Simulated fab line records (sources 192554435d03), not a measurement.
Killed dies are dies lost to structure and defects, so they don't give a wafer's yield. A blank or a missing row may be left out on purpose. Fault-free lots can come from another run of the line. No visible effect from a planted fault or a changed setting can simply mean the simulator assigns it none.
Which tool did it? / flow n5Finfet / 24 lots with 72 wafers sampled at 3 steps, on a route of 1938 steps

== WHAT THE GAUGES READ, wafer by wafer ==
N5_BEOL_M4_INSPECT_59: inspects for defects (darkfield). Usual: rawDefectCount at 79, with a standard deviation of 32.
lot=L074; measured=day 7 19:35; on=defectInspect-02; rawDefectCount=60 79 79; flag=
lot=L077; measured=day 8 10:16; on=defectInspect-01; rawDefectCount=175 142 177; flag=
lot=L075; measured=day 8 12:48; on=defectInspect-02; rawDefectCount=65 63 48; flag=
lot=L076; measured=day 8 12:59; on=defectInspect-01; rawDefectCount=42 47 39; flag=
lot=L078; measured=day 9 01:38; on=defectInspect-02; rawDefectCount=63 34 38; flag=
lot=L079; measured=day 10 03:46; on=defectInspect-01; rawDefectCount=21 58 43; flag=
lot=L080; measured=day 10 04:56; on=defectInspect-01; rawDefectCount=104 110 57; flag=
lot=L082; measured=day 10 07:59; on=defectInspect-02; rawDefectCount=66 114 68; flag=
lot=L081; measured=day 10 11:34; on=defectInspect-02; rawDefectCount=50 51 89; flag=
lot=L083; measured=day 10 14:16; on=defectInspect-02; rawDefectCount=79 63 63; flag=
lot=L085; measured=day 11 11:21; on=defectInspect-01; rawDefectCount=56 57 87; flag=
lot=L084; measured=day 11 12:28; on=defectInspect-02; rawDefectCount=63 52 56; flag=
lot=L087; measured=day 11 15:12; on=defectInspect-02; rawDefectCount=84 91 113; flag=
lot=L088; measured=day 11 16:51; on=defectInspect-02; rawDefectCount=80 115 134; flag=
lot=L086; measured=day 11 18:56; on=defectInspect-01; rawDefectCount=93 115 101; flag=
lot=L089; measured=day 11 23:54; on=defectInspect-02; rawDefectCount=47 87 83; flag=
lot=L090; measured=day 12 04:54; on=defectInspect-01; rawDefectCount=49 65 51; flag=
lot=L091; measured=day 12 15:32; on=defectInspect-02; rawDefectCount=61 78 115; flag=
lot=L092; measured=day 13 00:13; on=defectInspect-01; rawDefectCount=65 95 62; flag=
lot=L093; measured=day 13 10:01; on=defectInspect-02; rawDefectCount=79 88 87; flag=
lot=L095; measured=day 14 04:16; on=defectInspect-01; rawDefectCount=85 76 64; flag=
lot=L094; measured=day 14 08:30; on=defectInspect-02; rawDefectCount=76 85 55; flag=
lot=L096; measured=day 14 12:42; on=defectInspect-01; rawDefectCount=70 72 72; flag=
lot=L097; measured=day 15 12:06; on=defectInspect-02; rawDefectCount=123 76 89; flag=

== TOOL THAT RAN EACH LOT (tool first, then ch and the chambers of the sampled wafers, then the start) ==
lot=L074; N5_BEOL_M4_SPUTTER_88=pvdSputter-01, day 7 17:35; N5_BEOL_M4_ANNEAL_93=pvdSputter-01, day 7 18:07
lot=L077; N5_BEOL_M4_SPUTTER_88=pvdSputter-02, day 8 08:18; N5_BEOL_M4_ANNEAL_93=pvdSputter-02, day 8 08:49
lot=L075; N5_BEOL_M4_SPUTTER_88=pvdSputter-01, day 8 10:50; N5_BEOL_M4_ANNEAL_93=pvdSputter-01, day 8 11:22
lot=L076; N5_BEOL_M4_SPUTTER_88=pvdSputter-02, day 8 11:01; N5_BEOL_M4_ANNEAL_93=pvdSputter-02, day 8 11:32
lot=L078; N5_BEOL_M4_SPUTTER_88=pvdSputter-01, day 8 23:41; N5_BEOL_M4_ANNEAL_93=pvdSputter-01, day 9 00:12
lot=L079; N5_BEOL_M4_SPUTTER_88=pvdSputter-03, day 10 01:49; N5_BEOL_M4_ANNEAL_93=pvdSputter-03, day 10 02:20
lot=L080; N5_BEOL_M4_SPUTTER_88=pvdSputter-02, day 10 02:54; N5_BEOL_M4_ANNEAL_93=pvdSputter-02, day 10 03:25
lot=L082; N5_BEOL_M4_SPUTTER_88=pvdSputter-02, day 10 05:49; N5_BEOL_M4_ANNEAL_93=pvdSputter-02, day 10 06:20
lot=L081; N5_BEOL_M4_SPUTTER_88=pvdSputter-03, day 10 09:31; N5_BEOL_M4_ANNEAL_93=pvdSputter-03, day 10 10:02
lot=L083; N5_BEOL_M4_SPUTTER_88=pvdSputter-02, day 10 12:18; N5_BEOL_M4_ANNEAL_93=pvdSputter-02, day 10 12:49
lot=L085; N5_BEOL_M4_SPUTTER_88=pvdSputter-03, day 11 09:23; N5_BEOL_M4_ANNEAL_93=pvdSputter-03, day 11 09:55
lot=L084; N5_BEOL_M4_SPUTTER_88=pvdSputter-02, day 11 10:25; N5_BEOL_M4_ANNEAL_93=pvdSputter-02, day 11 10:56
lot=L087; N5_BEOL_M4_SPUTTER_88=pvdSputter-03, day 11 13:05; N5_BEOL_M4_ANNEAL_93=pvdSputter-03, day 11 13:37
lot=L088; N5_BEOL_M4_SPUTTER_88=pvdSputter-01, day 11 14:53; N5_BEOL_M4_ANNEAL_93=pvdSputter-01, day 11 15:24
lot=L086; N5_BEOL_M4_SPUTTER_88=pvdSputter-01, day 11 16:43; N5_BEOL_M4_ANNEAL_93=pvdSputter-01, day 11 17:14
lot=L089; N5_BEOL_M4_SPUTTER_88=pvdSputter-01, day 11 21:56; N5_BEOL_M4_ANNEAL_93=pvdSputter-01, day 11 22:28
lot=L090; N5_BEOL_M4_SPUTTER_88=pvdSputter-02, day 12 02:55; N5_BEOL_M4_ANNEAL_93=pvdSputter-02, day 12 03:26
lot=L091; N5_BEOL_M4_SPUTTER_88=pvdSputter-01, day 12 13:17; N5_BEOL_M4_ANNEAL_93=pvdSputter-01, day 12 13:49
lot=L092; N5_BEOL_M4_SPUTTER_88=pvdSputter-02, day 12 22:15; N5_BEOL_M4_ANNEAL_93=pvdSputter-02, day 12 22:46
lot=L093; N5_BEOL_M4_SPUTTER_88=pvdSputter-02, day 13 08:04; N5_BEOL_M4_ANNEAL_93=pvdSputter-02, day 13 08:35
lot=L095; N5_BEOL_M4_SPUTTER_88=pvdSputter-02, day 14 02:19; N5_BEOL_M4_ANNEAL_93=pvdSputter-02, day 14 02:50
lot=L094; N5_BEOL_M4_SPUTTER_88=pvdSputter-03, day 14 06:27; N5_BEOL_M4_ANNEAL_93=pvdSputter-03, day 14 06:58
lot=L096; N5_BEOL_M4_SPUTTER_88=pvdSputter-03, day 14 10:44; N5_BEOL_M4_ANNEAL_93=pvdSputter-03, day 14 11:16
lot=L097; N5_BEOL_M4_SPUTTER_88=pvdSputter-03, day 15 10:08; N5_BEOL_M4_ANNEAL_93=pvdSputter-03, day 15 10:39
- N5_BEOL_M4_SPUTTER_88: material Cu, target thk 4.5 nm, time 8.29 s.
- N5_BEOL_M4_ANNEAL_93: time 240 s.

== AS READ BY THE TOOLS THEMSELVES (means over the sampled wafers that have a number; for cases with no such wafer, the mark the record gives instead) ==
N5_BEOL_M4_SPUTTER_88. Usual: substrateTempC -20.01 C, standard deviation 0.1; throttleValvePct 29.7 %, standard deviation 1.1.
lot=L074; tool=pvdSputter-01; substrateTempC (C)=-19.98; throttleValvePct (%)=30.1; flag=
lot=L077; tool=pvdSputter-02; substrateTempC (C)=-20.00; throttleValvePct (%)=29.7; flag=
lot=L075; tool=pvdSputter-01; substrateTempC (C)=-20.04; throttleValvePct (%)=30.0; flag=
lot=L076; tool=pvdSputter-02; substrateTempC (C)=-20.03; throttleValvePct (%)=29.6; flag=
lot=L078; tool=pvdSputter-01; substrateTempC (C)=-19.96; throttleValvePct (%)=29.1; flag=
lot=L079; tool=pvdSputter-03; substrateTempC (C)=-19.95; throttleValvePct (%)=29.0; flag=
lot=L080; tool=pvdSputter-02; substrateTempC (C)=-19.97; throttleValvePct (%)=30.1; flag=
lot=L082; tool=pvdSputter-02; substrateTempC (C)=-20.14; throttleValvePct (%)=30.2; flag=
lot=L081; tool=pvdSputter-03; substrateTempC (C)=-19.95; throttleValvePct (%)=30.5; flag=
lot=L083; tool=pvdSputter-02; substrateTempC (C)=-20.02; throttleValvePct (%)=30.3; flag=
lot=L085; tool=pvdSputter-03; substrateTempC (C)=-20.06; throttleValvePct (%)=29.1; flag=
lot=L084; tool=pvdSputter-02; substrateTempC (C)=-20.10; throttleValvePct (%)=29.6; flag=
lot=L087; tool=pvdSputter-03; substrateTempC (C)=-20.13; throttleValvePct (%)=30.1; flag=
lot=L088; tool=pvdSputter-01; substrateTempC (C)=-20.01; throttleValvePct (%)=29.1; flag=
lot=L086; tool=pvdSputter-01; substrateTempC (C)=-20.07; throttleValvePct (%)=29.1; flag=
lot=L089; tool=pvdSputter-01; substrateTempC (C)=-20.07; throttleValvePct (%)=30.0; flag=
lot=L090; tool=pvdSputter-02; substrateTempC (C)=-20.14; throttleValvePct (%)=30.3; flag=
lot=L091; tool=pvdSputter-01; substrateTempC (C)=-20.05; throttleValvePct (%)=29.0; flag=
lot=L092; tool=pvdSputter-02; substrateTempC (C)=-19.96; throttleValvePct (%)=30.9; flag=
lot=L093; tool=pvdSputter-02; substrateTempC (C)=-20.13; throttleValvePct (%)=30.1; flag=
lot=L095; tool=pvdSputter-02; substrateTempC (C)=-19.93; throttleValvePct (%)=30.2; flag=
lot=L094; tool=pvdSputter-03; substrateTempC (C)=-20.00; throttleValvePct (%)=29.4; flag=
lot=L096; tool=pvdSputter-03; substrateTempC (C)=-19.99; throttleValvePct (%)=29.2; flag=
lot=L097; tool=pvdSputter-03; substrateTempC (C)=-19.89; throttleValvePct (%)=29.8; flag=

N5_BEOL_M4_ANNEAL_93. Usual: heaterPowerW at 825 W, with a standard deviation of 89.
lot=L074; tool=pvdSputter-01; heaterPowerW (W)=865; flag=
lot=L077; tool=pvdSputter-02; heaterPowerW (W)=777; flag=
lot=L075; tool=pvdSputter-01; heaterPowerW (W)=836; flag=
lot=L076; tool=pvdSputter-02; heaterPowerW (W)=895; flag=
lot=L078; tool=pvdSputter-01; heaterPowerW (W)=905; flag=
lot=L079; tool=pvdSputter-03; heaterPowerW (W)=770; flag=
lot=L080; tool=pvdSputter-02; heaterPowerW (W)=816; flag=
lot=L082; tool=pvdSputter-02; heaterPowerW (W)=820; flag=
lot=L081; tool=pvdSputter-03; heaterPowerW (W)=775; flag=
lot=L083; tool=pvdSputter-02; heaterPowerW (W)=820; flag=
lot=L085; tool=pvdSputter-03; heaterPowerW (W)=746; flag=
lot=L084; tool=pvdSputter-02; heaterPowerW (W)=922; flag=
lot=L087; tool=pvdSputter-03; heaterPowerW (W)=761; flag=
lot=L088; tool=pvdSputter-01; heaterPowerW (W)=903; flag=
lot=L086; tool=pvdSputter-01; heaterPowerW (W)=900; flag=
lot=L089; tool=pvdSputter-01; heaterPowerW (W)=910; flag=
lot=L090; tool=pvdSputter-02; heaterPowerW (W)=853; flag=
lot=L091; tool=pvdSputter-01; heaterPowerW (W)=891; flag=
lot=L092; tool=pvdSputter-02; heaterPowerW (W)=836; flag=
lot=L093; tool=pvdSputter-02; heaterPowerW (W)=774; flag=
lot=L095; tool=pvdSputter-02; heaterPowerW (W)=832; flag=
lot=L094; tool=pvdSputter-03; heaterPowerW (W)=734; flag=
lot=L096; tool=pvdSputter-03; heaterPowerW (W)=804; flag=
lot=L097; tool=pvdSputter-03; heaterPowerW (W)=730; flag=

== THE ANSWER, worked out from the rows above alone ==
Rule: a lot counts as off when the mean over its wafers that have a number is more than 3 standard deviations away from the usual mean. A lot without any number at a reading at which 4 lots or more have one is off too. Where the step has rows for the other lots, those lots are counted as sound. The gauges are gone through in route order, then the tools' own readings, and for those a lot's mean is taken as printed above. At the first step where some lot is off, the reading lying furthest off is the one used; lots without a number count as furthest.
Nothing can be told from this: no lot is off at any reading shown.

== WHAT THE SIMULATOR PUT IN ==
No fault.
